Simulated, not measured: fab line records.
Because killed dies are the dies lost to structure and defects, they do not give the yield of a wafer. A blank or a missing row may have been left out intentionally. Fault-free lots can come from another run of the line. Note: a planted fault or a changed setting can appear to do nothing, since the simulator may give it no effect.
Split-lot study -- flow n5-finfet -- 7 lots, 21 wafers read, on a route of 1938 steps

== ON THE SPLIT ==
At N5_SD_EPI_N_EPI_21 (deposits Si:P, time 690 s), the setting temp-c was moved away from the recipe's 680 C on 8 of the 21 wafers read, by -0.4% to +0.7%. All remaining wafers had this setting at the recipe value.

The reading comes from the split's own step.

== THE READING ==
Si-P_of_SD_EPI_N_EPI_21.thk-nm (the simulator's own value, which no gauge read), in nm, at N5_SD_EPI_N_EPI_21 (deposits Si:P, time 690 s). The file does not state a usual value for it. Here, 13 wafers ran the recipe; their average is 59.4 nm with a standard deviation of 0.54 nm.

wafer,"tool, chamber at the split","temp-c as run, C",against the recipe,"Si-P_of_SD_EPI_N_EPI_21.thk-nm, nm",against lot-mates on the recipe
L074.1,"epi-rpcvd-02, 0",680,recipe,58.4,-
L074.2,"epi-rpcvd-02, 0",680,recipe,58.8,-
L074.3,"epi-rpcvd-02, 0",680,recipe,59,-
L075.1,"epi-rpcvd-01, 0",680,recipe,59.6,-
L075.3,"epi-rpcvd-01, 0",680,recipe,59.2,-
L075.5,"epi-rpcvd-01, 0",680,recipe,59.4,-
L081.2,"epi-rpcvd-01, 0",680,recipe,60,-
L081.3,"epi-rpcvd-01, 0",683.6,+0.5%,63.8,+3.8
L081.4,"epi-rpcvd-01, 0",683.6,+0.5%,63.6,+3.6
L084.3,"epi-rpcvd-02, 0",680,recipe,60,-
L084.4,"epi-rpcvd-02, 0",680,recipe,59,-
L084.6,"epi-rpcvd-02, 0",680,recipe,59.4,-
L085.1,"epi-rpcvd-01, 0",680,recipe,58.8,-
L085.2,"epi-rpcvd-01, 0",684,+0.6%,63.6,+4.8
L085.6,"epi-rpcvd-01, 0",684,+0.6%,62.4,+3.6
L092.2,"epi-rpcvd-02, 0",684.5,+0.7%,64.4,+4.8
L092.3,"epi-rpcvd-02, 0",684.5,+0.7%,64.4,+4.8
L092.5,"epi-rpcvd-02, 0",680,recipe,59.6,-
L094.2,"epi-rpcvd-04, 0",677.3,-0.4%,57,-3.4
L094.3,"epi-rpcvd-04, 0",680,recipe,60.4,-
L094.6,"epi-rpcvd-04, 0",677.3,-0.4%,57.8,-2.6

FIT RESULTS
A straight line over all 21 wafers: Si-P_of_SD_EPI_N_EPI_21.thk-nm changes by +6.83 nm for each +1% of temp-c; r = +0.96; the points scatter about the line by 0.63 nm.
The same after taking each lot's own level away (the mean of its wafers on the recipe; 21 wafers): +7.23 nm for each +1%; r = +0.99; scatter 0.32 nm.
Per that fit: largest temp-c move, reading shift of 4.8 nm.
From 58.73 to 60.40 nm: that is the span of the lots' own levels, equal to 3.1 times the standard deviation above.
The two slopes agree, so the slope changes little with the lot-to-lot level.
Check: with one of the wafers moved furthest among these (+0.7%) left out of the fit, the line predicts +4.75 nm for it against its lot-mates. Against them it came out at +4.8 nm.

== THESE WAFERS: OTHER SPLITS ==
These wafers also went through other splits before the reading. Each is held against what the fit with the lots' levels taken away leaves over:
other split on the same wafers,wafers away from the commonest value,r with Si-P_of_SD_EPI_N_EPI_21.thk-nm (lot level and that fit taken away)
N5_WELL_APT_COAT_02 spin-rpm,5,+0.17
N5_WELL_APT_PEB_06 peb-time-s,4,+0.27
N5_FIN_SAQP_FIN_ETCH_36 icp-w,7,+0.02
N5_FIN_CUT_ETCH_21 time-s,6,+0.29
N5_FIN_CUT_CUT_ETCH_26 source-w,11,-0.34
N5_DUMMY_GATE_EXPOSE_12 dose-mj,7,-0.18

== THE WHOLE CHAIN: every reading that the file lists as answering this split, in the file's order ==
step,what it does,reading,change (the file's fit),r (the file's)
N5_SD_EPI_N_EPI_21,"deposits Si:P, time 690 s","Si-P_of_SD_EPI_N_EPI_21.thk-nm (the simulator's own value, which no gauge read)",+7.2 nm for each +1% of the setting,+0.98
N5_SD_EPI_N_EPI_MEAS_23,,thk-nm,withheld for each +1% of the setting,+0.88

== THE FILE'S OWN FIT ==
Si-P_of_SD_EPI_N_EPI_21.thk-nm changes by +7.2 nm for each +1% of temp-c, r = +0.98.
